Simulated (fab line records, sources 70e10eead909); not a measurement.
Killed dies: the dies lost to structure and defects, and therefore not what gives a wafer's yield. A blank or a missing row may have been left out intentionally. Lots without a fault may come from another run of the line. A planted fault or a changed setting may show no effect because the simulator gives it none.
Chamber matching :: flow nandHarc :: NHARC_P_GATE_DESCUM_61 on rieDiel-04: 4 sister chambers
The step chemistry O2, time 3 s. 22 wafers are shown with their chamber, then 11 later ones without.

## WAFERS WITH THEIR CHAMBER
wafer: L076.2
chamber: 3
showerheadPlenumPTorr (Torr): 1.98
drypumpMotorCurrentA (A): 5.8
oesProductAu (a.u.): 0.996

wafer: L076.5
chamber: 0
showerheadPlenumPTorr (Torr): 1.99
drypumpMotorCurrentA (A): 5.1
oesProductAu (a.u.): 1.022

wafer: L076.6
chamber: 3
showerheadPlenumPTorr (Torr): 1.98
drypumpMotorCurrentA (A): 5.8
oesProductAu (a.u.): 0.993

wafer: L077.2
chamber: 0
showerheadPlenumPTorr (Torr): 1.99
drypumpMotorCurrentA (A): 5.1
oesProductAu (a.u.): 1.003

wafer: L077.3
chamber: 3
showerheadPlenumPTorr (Torr): 1.98
drypumpMotorCurrentA (A): 5.8
oesProductAu (a.u.): 0.988

wafer: L077.6
chamber: 0
showerheadPlenumPTorr (Torr): 1.99
drypumpMotorCurrentA (A): 5.1
oesProductAu (a.u.): 1.017

wafer: L078.1
chamber: 3
showerheadPlenumPTorr (Torr): 1.98
drypumpMotorCurrentA (A): 5.8
oesProductAu (a.u.): 0.991

wafer: L078.3
chamber: 0
showerheadPlenumPTorr (Torr): 1.99
drypumpMotorCurrentA (A): 5.1
oesProductAu (a.u.): 1.007

wafer: L078.6
chamber: 3
showerheadPlenumPTorr (Torr): 1.98
drypumpMotorCurrentA (A): 5.8
oesProductAu (a.u.): 0.993

wafer: L079.1
chamber: 0
showerheadPlenumPTorr (Torr): 1.99
drypumpMotorCurrentA (A): 5.1
oesProductAu (a.u.): 1.005

wafer: L079.2
chamber: 3
showerheadPlenumPTorr (Torr): 1.98
drypumpMotorCurrentA (A): 5.8
oesProductAu (a.u.): 0.994

wafer: L079.6
chamber: 3
showerheadPlenumPTorr (Torr): 1.98
drypumpMotorCurrentA (A): 5.8
oesProductAu (a.u.): 0.997

wafer: L085.1
chamber: 1
showerheadPlenumPTorr (Torr): 1.98
drypumpMotorCurrentA (A): 5.7
oesProductAu (a.u.): 1.000

wafer: L085.2
chamber: 0
showerheadPlenumPTorr (Torr): 1.99
drypumpMotorCurrentA (A): 5.1
oesProductAu (a.u.): 0.994

wafer: L085.3
chamber: 2
showerheadPlenumPTorr (Torr): 1.88
drypumpMotorCurrentA (A): 5.4
oesProductAu (a.u.): 1.025

wafer: L091.2
chamber: 1
showerheadPlenumPTorr (Torr): 1.98
drypumpMotorCurrentA (A): 5.8
oesProductAu (a.u.): 1.003

wafer: L091.4
chamber: 2
showerheadPlenumPTorr (Torr): 1.88
drypumpMotorCurrentA (A): 5.4
oesProductAu (a.u.): 1.034

wafer: L091.5
chamber: 1
showerheadPlenumPTorr (Torr): 1.98
drypumpMotorCurrentA (A): 5.7
oesProductAu (a.u.): 1.001

wafer: L092.4
chamber: 0
showerheadPlenumPTorr (Torr): 1.99
drypumpMotorCurrentA (A): 5.1
oesProductAu (a.u.): 1.014

wafer: L092.5
chamber: 3
showerheadPlenumPTorr (Torr): 1.98
drypumpMotorCurrentA (A): 5.8
oesProductAu (a.u.): 0.995

wafer: L092.6
chamber: 2
showerheadPlenumPTorr (Torr): 1.87
drypumpMotorCurrentA (A): 5.5
oesProductAu (a.u.): 1.023

wafer: L094.2
chamber: 0
showerheadPlenumPTorr (Torr): 1.99
drypumpMotorCurrentA (A): 5.1
oesProductAu (a.u.): 1.005

SIGNATURES (means of the wafers above)
reading: showerheadPlenumPTorr
chamber 0: 1.9900
chamber 1: 1.9800
chamber 2: 1.8767
chamber 3: 1.9800
scatter within a chamber: 0.00192

reading: drypumpMotorCurrentA
chamber 0: 5.100
chamber 1: 5.733
chamber 2: 5.433
chamber 3: 5.800
scatter within a chamber: 0.0272

reading: oesProductAu
chamber 0: 1.00838
chamber 1: 1.00133
chamber 2: 1.02733
chamber 3: 0.99338
scatter within a chamber: 0.00616
Rule: for each reading, subtract the chamber's mean from the wafer's reading, divide by that reading's scatter and square the result; add these up over the readings and take the root, which gives the wafer's distance from the chamber. The wafer belongs to the nearest chamber; if the next one is less than 2 further off, it can't be placed. The scatter: take each reading less its chamber's mean, square it, sum over the shown wafers, divide by the number of wafers less the number of chambers, and take the root.

## WAFERS WITH NO CHAMBER GIVEN
wafer: L094.4
showerheadPlenumPTorr (Torr): 1.87
drypumpMotorCurrentA (A): 5.5
oesProductAu (a.u.): 1.003

wafer: L094.5
showerheadPlenumPTorr (Torr): 1.99
drypumpMotorCurrentA (A): 5.1
oesProductAu (a.u.): 1.012

wafer: L093.2
showerheadPlenumPTorr (Torr): 1.99
drypumpMotorCurrentA (A): 5.1
oesProductAu (a.u.): 0.998

wafer: L093.4
showerheadPlenumPTorr (Torr): 1.98
drypumpMotorCurrentA (A): 5.7
oesProductAu (a.u.): 0.997

wafer: L093.6
showerheadPlenumPTorr (Torr): 1.98
drypumpMotorCurrentA (A): 5.8
oesProductAu (a.u.): 0.980

wafer: L095.1
showerheadPlenumPTorr (Torr): 1.98
drypumpMotorCurrentA (A): 5.8
oesProductAu (a.u.): 0.977

wafer: L095.2
showerheadPlenumPTorr (Torr): 1.99
drypumpMotorCurrentA (A): 5.1
oesProductAu (a.u.): 1.003

wafer: L095.5
showerheadPlenumPTorr (Torr): 1.99
drypumpMotorCurrentA (A): 5.1
oesProductAu (a.u.): 1.007

wafer: L097.1
showerheadPlenumPTorr (Torr): 1.87
drypumpMotorCurrentA (A): 5.4
oesProductAu (a.u.): 1.020

wafer: L097.2
showerheadPlenumPTorr (Torr): 1.98
drypumpMotorCurrentA (A): 5.8
oesProductAu (a.u.): 0.979

wafer: L097.3
showerheadPlenumPTorr (Torr): 1.98
drypumpMotorCurrentA (A): 5.7
oesProductAu (a.u.): 1.014

## WHICH CHAMBER EACH WENT THROUGH
wafer: L094.4
from the rows above: 2
in truth: 2

wafer: L094.5
from the rows above: 0
in truth: 0

wafer: L093.2
from the rows above: 0
in truth: 0

wafer: L093.4
from the rows above: 1
in truth: 1

wafer: L093.6
from the rows above: 3
in truth: 3

wafer: L095.1
from the rows above: can't be placed: 3 or 1
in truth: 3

wafer: L095.2
from the rows above: 0
in truth: 0

wafer: L095.5
from the rows above: 0
in truth: 0

wafer: L097.1
from the rows above: 2
in truth: 2

wafer: L097.2
from the rows above: 3
in truth: 3

wafer: L097.3
from the rows above: 1
in truth: 1
Correctly placed: 10 of 11. These rows do not allow placing 1 (true chamber among the candidates in 1). Placed wrongly: 0.
